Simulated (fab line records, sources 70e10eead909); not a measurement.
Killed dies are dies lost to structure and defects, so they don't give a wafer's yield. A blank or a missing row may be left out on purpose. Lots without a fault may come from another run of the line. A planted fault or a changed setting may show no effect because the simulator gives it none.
fab line records | flow nand_harc
record lots=13 wafers=39 last_day=33
route steps=1302 shown P_ZERO_WELL@67 P_GATE@138
lots that met no fault: from a run of the same line without faults
start_h: hours from the record's first day to the start of the lot's first wafer shown | wait_h: hours since the lot's step before | " the same as in the row above | L1.1+2: a row that stands for several wafers | - no value, or no start given | * or withheld: withheld | < > ~ a bound
route shown NAME@n: a module of which the file shows steps, and the number in the route of the first | usual: mean/standard deviation of fault-free wafers | same: alike in all rows | chamber/n: place in a boat | sites: the reading at each site | _std_site: their standard deviation | _edge_site: outer sites' mean less inner sites' | radius_mm: how far each site lies from the wafer's centre | mask NAME#n: copy n | behind: the tool/chamber that last shaped the wafer | hold: why the lot was held/for how many hours/how that ended | device: the transistor (n, p or np) that didn't switch | end of line: the same wafers' tests at the end of the route | a step without rows: its recipe alone | killed: dies lost to structure and defects at the first sort, not the wafer's yield | map: a wafer's dies, x killed, . not, _ none there
set.NAME: the setting as run; set.NAME@STEP: as run at that earlier step | model.NAME: the simulator's own value behind a step, which no gauge read
steps of the route over a sample of lots; a table a step, a row a wafer
services: from which hour (start_h, from the record's first day; less than 0 if before it) a tool's chamber was out of use, for how many hours, and why
## steps
# step NHARC_P_ZERO_WELL_RTA_42
# recipe temp_c=1100 time_s=300
# usual lamp_power_pct=32.86/0.24 wafer_temp_C_max=1105.1/0.93
# columns lot.wafer tool chamber start_h wait_h lamp_power_pct wafer_temp_C_max
L470.1 rtp_anneal-01 0 26.78 - 33.19 1106.0
L470.5 " 0 " " 33.16 1106.0
L470.6 " 0 " " 33.18 1104.5
L472.3 rtp_anneal-01 0 47.25 - 33.19 1103.5
L472.4 " 0 " " 33.14 1106.3
L472.6 " 0 " " 33.22 1105.2
L473.4 rtp_anneal-01 0 57.27 - 33.09 1104.1
L473.5 " 0 " " 33.03 1106.7
L473.6 " 0 " " 33.12 1105.1
L474.1 rtp_anneal-02 0 67.00 - 32.68 1104.0
L474.3 " 0 " " 32.64 1104.8
L474.6 " 0 " " 32.59 1104.4
L475.3 rtp_anneal-02 0 79.16 - 32.69 1105.4
L475.4 " 0 " " 32.62 1105.6
L475.5 " 0 " " 32.65 1105.3
L477.1 rtp_anneal-02 0 97.03 - 32.74 1105.1
L477.4 " 0 " " 32.68 1104.2
L477.6 " 0 " " 32.64 1104.7
L478.1 rtp_anneal-01 0 107.10 - 33.13 1104.3
L478.3 " 0 " " 33.16 1105.6
L478.5 " 0 " " 33.15 1105.0
L480.1 rtp_anneal-02 0 126.96 - 32.68 1105.4
L480.5 " 0 " " 32.71 1105.1
L480.6 " 0 " " 32.66 1104.4
L481.3 rtp_anneal-01 0 137.31 - 33.02 1106.2
L481.5 " 0 " " 32.97 1105.9
L481.6 " 0 " " 33.05 1106.0
L488.1 rtp_anneal-01 0 206.98 - 33.05 1104.8
L488.2 " 0 " " 33.14 1104.6
L488.5 " 0 " " 33.14 1105.6
L491.3 rtp_anneal-02 0 237.34 - 32.71 1104.2
L491.5 " 0 " " 32.68 1103.4
L491.6 " 0 " " 32.66 1106.1
L492.1 rtp_anneal-01 0 247.09 - 33.18 1106.1
L492.2 " 0 " " 33.18 1107.0
L492.5 " 0 " " 33.25 1104.9
L493.3 rtp_anneal-02 0 257.21 - 32.71 1104.2
L493.4 " 0 " " 32.72 1106.0
L493.5 " 0 " " 32.65 1104.7
# step NHARC_P_ZERO_WELL_INSPECT_43
# usual raw_defect_count=12/4.7
# columns lot.wafer tool chamber start_h wait_h raw_defect_count
L470.1 defect_inspect-01 - 27.45 0.6 7
L470.5 " - " " 14
L470.6 " - " " 3
L472.3 defect_inspect-01 - 47.71 0.4 23
L472.4 " - " " 19
L472.6 " - " " 8
L473.4 defect_inspect-02 - 57.63 0.2 7
L473.5 " - " " 16
L473.6 " - " " 10
L474.1 defect_inspect-01 - 67.68 0.6 7
L474.3 " - " " 8
L474.6 " - " " 6
L475.3 defect_inspect-02 - 79.62 0.4 20
L475.4 " - " " 14
L475.5 " - " " 14
L477.1 defect_inspect-02 - 97.71 0.6 10
L477.4 " - " " 22
L477.6 " - " " 12
L478.1 defect_inspect-02 - 107.78 0.6 22
L478.3 " - " " 4
L478.5 " - " " 7
L480.1 defect_inspect-02 - 127.65 0.6 14
L480.5 " - " " 11
L480.6 " - " " 17
L481.3 defect_inspect-01 - 137.76 0.3 11
L481.5 " - " " 18
L481.6 " - " " 22
L488.1 defect_inspect-01 - 207.65 0.6 13
L488.2 " - " " 10
L488.5 " - " " 12
L491.3 defect_inspect-01 - 237.80 0.4 12
L491.5 " - " " 16
L491.6 " - " " 15
L492.1 defect_inspect-01 - 247.76 0.6 6
L492.2 " - " " 11
L492.5 " - " " 21
L493.3 defect_inspect-02 - 257.67 0.4 10
L493.4 " - " " 11
L493.5 " - " " 12
# step NHARC_P_GATE_EXPOSE_23
# recipe na=1.35 target_cd_nm=120 dose_mj=93.91 mask_id=P_GATE
# columns lot.wafer tool chamber start_h wait_h mask
L470.1+5+6 arfi_scanner-01 0 103.26 - P_GATE#0
L472.3+4+6 arfi_scanner-02 0 116.41 - P_GATE#0
L473.4+5+6 arfi_scanner-01 0 132.66 - P_GATE#0
L474.1+3+6 arfi_scanner-01 0 136.97 - P_GATE#0
L475.3+4+5 arfi_scanner-02 0 149.61 - P_GATE#0
L477.1+4+6 arfi_scanner-03 0 165.49 - P_GATE#0
L478.1+3+5 arfi_scanner-02 0 178.57 - P_GATE#0
L480.1+5+6 arfi_scanner-02 0 202.84 - P_GATE#0
L481.3+5+6 arfi_scanner-01 0 211.63 - P_GATE_R1#0
L488.1+2+5 arfi_scanner-02 0 274.53 - P_GATE#0
L491.3+5+6 arfi_scanner-02 0 309.28 - P_GATE#0
L492.1+2+5 arfi_scanner-02 0 317.34 - P_GATE#0
L493.3+4+5 arfi_scanner-02 0 323.62 - P_GATE#0
# step NHARC_P_GATE_CD_MEAS_26
# recipe target_cd_nm=120 landing_energy_ev=500
# usual cd_nm=119.6/0.78
# columns lot.wafer tool chamber start_h wait_h cd_nm
L470.1 cd_sem-03 0 103.40 - 120.3
L470.5 " 0 " " 120.2
L470.6 " 0 " " 117.8
L472.3 cd_sem-01 0 116.54 - 119.3
L472.4 " 0 " " 119.7
L472.6 " 0 " " 117.6
L473.4 cd_sem-03 0 132.79 - 120.7
L473.5 " 0 " " 119.3
L473.6 " 0 " " 119.9
L474.1 cd_sem-02 0 137.11 - 119.8
L474.3 " 0 " " 119.9
L474.6 " 0 " " 120.2
L475.3 cd_sem-02 0 149.75 - 118.3
L475.4 " 0 " " 118.8
L475.5 " 0 " " 120.1
L477.1 cd_sem-03 0 165.63 - 121.0
L477.4 " 0 " " 119.9
L477.6 " 0 " " 119.6
L478.1 cd_sem-01 0 178.71 - 118.7
L478.3 " 0 " " 119.6
L478.5 " 0 " " 118.7
L480.1 cd_sem-01 0 202.98 - 119.9
L480.5 " 0 " " 120.3
L480.6 " 0 " " 118.9
L481.3 cd_sem-02 0 211.77 - 117.4
L481.5 " 0 " " 117.5
L481.6 " 0 " " 116.5
L488.1 cd_sem-01 0 274.67 - 119.5
L488.2 " 0 " " 120.3
L488.5 " 0 " " 119.5
L491.3 cd_sem-02 0 309.41 - 121.3
L491.5 " 0 " " 119.5
L491.6 " 0 " " 119.8
L492.1 cd_sem-01 0 317.48 - 120.8
L492.2 " 0 " " 120.2
L492.5 " 0 " " 121.4
L493.3 cd_sem-02 0 323.75 - 120.6
L493.4 " 0 " " 119.9
L493.5 " 0 " " 119.6
# step NHARC_P_GATE_OVL_MEAS_27
# usual overlay_x_nm=-0.4/0.9 overlay_y_nm=-0.1/0.9
# columns lot.wafer tool chamber start_h wait_h overlay_x_nm overlay_y_nm
L470.1 overlay-02 - 103.49 - -0.5 1.7
L470.5 " - " " -0.3 1.9
L470.6 " - " " -0.2 1.5
L472.3 overlay-02 - 116.63 - 0.2 0.6
L472.4 " - " " 0.3 -0.2
L472.6 " - " " 0.4 -0.1
L473.4 overlay-01 - 132.88 - 0.5 -1.3
L473.5 " - " " 0.8 -1.7
L473.6 " - " " 0.3 -1.2
L474.1 overlay-01 - 137.20 - -0.9 -0.4
L474.3 " - " " -0.6 -0.1
L474.6 " - " " -1.0 -0.3
L475.3 overlay-01 - 149.83 - -0.3 -0.9
L475.4 " - " " 0.1 -0.7
L475.5 " - " " 0.4 -0.5
L477.1 overlay-02 - 165.72 - 0.2 -0.4
L477.4 " - " " 0.0 0.4
L477.6 " - " " 0.1 0.0
L478.1 overlay-02 - 178.79 - 0.8 1.3
L478.3 " - " " 0.2 1.2
L478.5 " - " " 0.1 1.2
L480.1 overlay-01 - 203.07 - -1.3 0.4
L480.5 " - " " -1.8 0.2
L480.6 " - " " -1.5 -0.1
L481.3 overlay-02 - 211.85 - 0.3 -1.5
L481.5 " - " " 0.1 -1.6
L481.6 " - " " -0.3 -1.7
L488.1 overlay-02 - 274.76 - -0.9 1.2
L488.2 " - " " -1.2 0.6
L488.5 " - " " -1.1 0.7
L491.3 overlay-02 - 309.50 - 1.1 -0.6
L491.5 " - " " 0.9 -0.6
L491.6 " - " " 0.6 -0.5
L492.1 overlay-02 - 317.57 - 0.3 -1.0
L492.2 " - " " -0.5 -1.6
L492.5 " - " " 0.0 -0.6
L493.3 overlay-02 - 323.84 - -2.2 0.4
L493.4 " - " " -2.8 0.1
L493.5 " - " " -2.8 0.2
## services
# columns tool chamber start_h hours kind
rtp_anneal-02 - 12.00 12.0 pm
arfi_scanner-02 - 13.29 1.0 repair
arfi_scanner-03 0 20.37 - calibration
arfi_scanner-03 - 24.00 4.0 pm
arfi_scanner-02 - 32.46 2.1 repair
arfi_scanner-03 - 68.27 0.3 repair
arfi_scanner-02 0 75.19 - calibration
arfi_scanner-01 - 81.70 4.0 pm
arfi_scanner-02 - 89.06 7.1 repair
arfi_scanner-02 - 99.91 1.0 repair
arfi_scanner-01 0 100.47 - calibration
arfi_scanner-01 - 100.63 0.5 repair
arfi_scanner-01 - 127.12 1.9 repair
arfi_scanner-03 - 129.90 3.5 repair
arfi_scanner-02 - 136.86 4.3 repair
arfi_scanner-03 - 196.00 4.0 pm
arfi_scanner-02 - 226.23 3.8 repair
arfi_scanner-01 - 241.22 1.6 repair
arfi_scanner-02 0 246.80 - calibration
arfi_scanner-03 - 249.59 2.9 repair
arfi_scanner-01 - 253.70 4.0 pm
arfi_scanner-01 0 264.31 - calibration
arfi_scanner-02 - 313.14 4.0 pm
arfi_scanner-03 - 316.63 1.7 repair
## key
first_sign step=NHARC_P_GATE_EXPOSE_23 reading=mask direction=changed
effect step=NHARC_P_GATE_CD_MEAS_26 reading=cd_nm direction=down sigmas=3.2 usual=119.6 struck=117.1
met_at NHARC_P_GATE_EXPOSE_23
struck_lots L481
tester_left_out L481
not_acting_at NHARC_P_ZERO_WELL_RTA_42,NHARC_P_ZERO_WELL_INSPECT_43,NHARC_P_GATE_OVL_MEAS_27
onset_between 136.97 211.63
fault kind=wrong_mask tool=any chamber=- onset_h=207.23 steps=NHARC_P_GATE_EXPOSE_23 aux_copy=P_GATE_R1#0 cd_offset_nm=-3.1424 scope=struck_lots_only
# tester_left_out: of these lots the tester's yield and bins aren't shown, on N5 and GAA mostly nor the transistor test; their killed dies are dies lost to structure and defects alone, not to doping, threshold or leakage, so they don't give the yield
